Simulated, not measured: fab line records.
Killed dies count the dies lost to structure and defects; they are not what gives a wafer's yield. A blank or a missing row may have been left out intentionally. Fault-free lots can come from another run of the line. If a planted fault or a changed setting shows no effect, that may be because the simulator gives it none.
Which of the tools did it?    flow n5 finfet    Sampling: 13 lots, 35 wafers, 4 of 1938 route steps

== WHAT THE GAUGES READ, wafer by wafer ==
N5_BEOL_M14_INSPECT_55: inspects for defects (darkfield). Usual: raw defect count at 65, with a standard deviation of 20.
lot   measured      on                 raw defect count  flag
L393  day 11 07:25  defect inspect-02  68 96 58          
L392  day 11 21:06  defect inspect-02  38 55             
L394  day 11 23:38  defect inspect-01  65 50             
L395  day 12 14:07  defect inspect-01  47 35 45          
L396  day 12 14:13  defect inspect-02  51 50 66          
L398  day 12 14:32  defect inspect-02  68 63 63          
L397  day 12 18:08  defect inspect-02  85 78 43          
L404  day 14 12:11  defect inspect-01  37 61 49          
L407  day 15 21:18  defect inspect-01  83 76 60          
L408  day 15 23:20  defect inspect-01  86 56 88          
L410  day 16 09:52  defect inspect-02  48 60             
L414  day 17 07:11  defect inspect-02  79 57             
L415  day 17 09:14  defect inspect-01  44 43 52          

N5_BEOL_M15_OVL_MEAS_29. Usual: M15_OVL 1 nm, standard deviation 4.6.
lot   measured      on          M15_OVL (nm)  flag
L393  day 11 09:37  overlay-02  5 -7 -1       
L392  day 11 23:37  overlay-02  3 -1          
L394  day 12 01:59  overlay-01  4 8           
L395  day 12 16:40  overlay-01  -8 -5 3       
L396  day 12 17:02  overlay-01  -4 4 -1       
L398  day 12 17:39  overlay-01  -1 -4 -6      
L397  day 12 20:58  overlay-01  8 3 -4        
L404  day 14 14:40  overlay-02  5 -3 3        
L407  day 15 23:31  overlay-02  0 -5 -7       
L408  day 16 01:34  overlay-02  5 3 6         
L410  day 16 11:56  overlay-02  4 7           
L414  day 17 09:24  overlay-02  -3 -4         
L415  day 17 11:32  overlay-01  1 3 0         

== WHICH TOOL RAN EACH LOT (tool, then ch and the chambers of the sampled wafers, then the start) ==
lot   N5_BEOL_M15_ETCH_59                 N5_BEOL_M15_COAT_60
L393  rie diel-05 ch 0,1,2, day 11 08:07  litho track-03 ch 0, day 11 09:11
L392  rie diel-04 ch 1,2, day 11 22:07    litho track-03 ch 0, day 11 23:11
L394  rie diel-01 ch 1,3, day 12 00:37    litho track-04 ch 0, day 12 01:41
L395  rie diel-04 ch 0,1,2, day 12 14:58  litho track-04 ch 0, day 12 16:22
L396  rie diel-04 ch 1,2,3, day 12 15:22  litho track-03 ch 0, day 12 16:37
L398  rie diel-01 ch 1,2,3, day 12 16:13  litho track-03 ch 0, day 12 17:21
L397  rie diel-01 ch 0,2,3, day 12 19:26  litho track-04 ch 0, day 12 20:33
L404  rie diel-05 ch 0,1,3, day 14 13:17  litho track-04 ch 0, day 14 14:22
L407  rie diel-05 ch 0,1,2, day 15 22:08  litho track-01 ch 0, day 15 23:13
L408  rie diel-05 ch 0,1, day 16 00:03    litho track-01 ch 0, day 16 01:07
L410  rie diel-01 ch 1,2, day 16 10:34    litho track-01 ch 0, day 16 11:38
L414  rie diel-04 ch 0,1, day 17 07:54    litho track-01 ch 0, day 17 08:59
L415  rie diel-04 ch 0,2,3, day 17 09:57  litho track-03 ch 0, day 17 11:07
- N5_BEOL_M15_ETCH_59: etches BARC in N2/H2, target depth 89 nm, overetch 26.7 nm, time 67.9 s.
- N5_BEOL_M15_COAT_60: time 60 s, resist thk 89 nm.

== WHAT THE TOOLS THEMSELVES READ (means of the sampled wafers that have a number; where no wafer has one, the mark that the record gives instead) ==
N5_BEOL_M15_ETCH_59. Usual: drypump motor current A 5.8 A, standard deviation 0.51; oes product au 0.67 a.u., standard deviation 0.056; rf vpp V 523.9 V, standard deviation 2.3; showerhead plenum p Torr 2.55 Torr, standard deviation 0.083; throttle valve pct 17.94 %, standard deviation 0.27.
lot   tool         drypump motor current A (A)  oes product au (a.u.)  rf vpp V (V)  showerhead plenum p Torr (Torr)  throttle valve pct (%)  flag
L393  rie diel-05  5.5                          0.63                   524.0         2.54                             17.90                   
L392  rie diel-04  6.0                          0.64                   522.8         2.50                             18.18                   
L394  rie diel-01  5.3                          0.70                   525.0         2.58                             17.77                   
L395  rie diel-04  6.2                          0.70                   523.6         2.54                             18.06                   
L396  rie diel-04  5.8                          0.68                   522.9         2.53                             17.93                   
L398  rie diel-01  5.4                          0.71                   523.7         2.54                             17.80                   
L397  rie diel-01  5.8                          0.71                   524.7         2.58                             17.92                   
L404  rie diel-05  5.9                          0.63                   523.8         2.54                             18.06                   
L407  rie diel-05  5.6                          0.62                   523.5         2.53                             17.95                   
L408  rie diel-05  5.8                          0.62                   523.1         2.49                             18.06                   
L410  rie diel-01  5.5                          0.70                   522.5         2.51                             17.71                   
L414  rie diel-04  6.0                          0.68                   525.1         2.57                             18.02                   
L415  rie diel-04  6.1                          0.69                   524.3         2.53                             17.87                   

N5_BEOL_M15_COAT_60. Usual: heater power total W 391.9 W, standard deviation 1.4; run length s 66.15 s, standard deviation 0.18.
lot   tool            heater power total W (W)  run length s (s)  flag
L393  litho track-03  391.8                     66.25             
L392  litho track-03  391.5                     66.38             
L394  litho track-04  391.8                     65.95             
L395  litho track-04  392.9                     65.95             
L396  litho track-03  391.2                     66.33             
L398  litho track-03  391.5                     66.16             
L397  litho track-04  392.3                     65.89             
L404  litho track-04  404.7                     62.95             OFF
L407  litho track-01  391.0                     66.21             
L408  litho track-01  392.8                     66.34             
L410  litho track-01  392.2                     66.37             
L414  litho track-01  390.3                     66.22             
L415  litho track-03  391.2                     66.29             

== THE ANSWER, worked out from the rows above alone ==
Rule: take the mean of a lot's wafers that have a number; if it is more than 3 standard deviations from the usual mean, the lot is off. Also off: a lot with no number at a reading for which 4 or more lots have one. Any other lot the step has rows for is counted as sound. The gauges are gone through in route order, then the tools' own readings, and for those a lot's mean is taken as printed above. At the first step where some lot is off, the reading lying furthest off is the one used; lots without a number count as furthest.
Off: L404 (N5_BEOL_M15_COAT_60, run length s).
If a tool, at that step or one of the process steps before it, ran each lot that is off and ran no sound lot following the first of them, it fits. One candidate fits, namely litho track-04 at N5_BEOL_M15_COAT_60. A fault onset in the window from L397 (day 12 20:33, its last sound lot) to L404 (day 14 14:22, its first lot off) fits.
The tool's own readings at N5_BEOL_M15_COAT_60 bear it out: on the lots that are off they differ by more than 5 times the standard deviation of the sound lots' means. heater power total W reads 404.7 W there against 391.7 W on the sound lots; run length s reads 62.95 s there against 66.19 s on the sound lots.

== WHAT THE SIMULATOR HAD PUT IN ==
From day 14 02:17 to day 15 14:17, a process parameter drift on litho track-04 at N5_BEOL_M15_COAT_60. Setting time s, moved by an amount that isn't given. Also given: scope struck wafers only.
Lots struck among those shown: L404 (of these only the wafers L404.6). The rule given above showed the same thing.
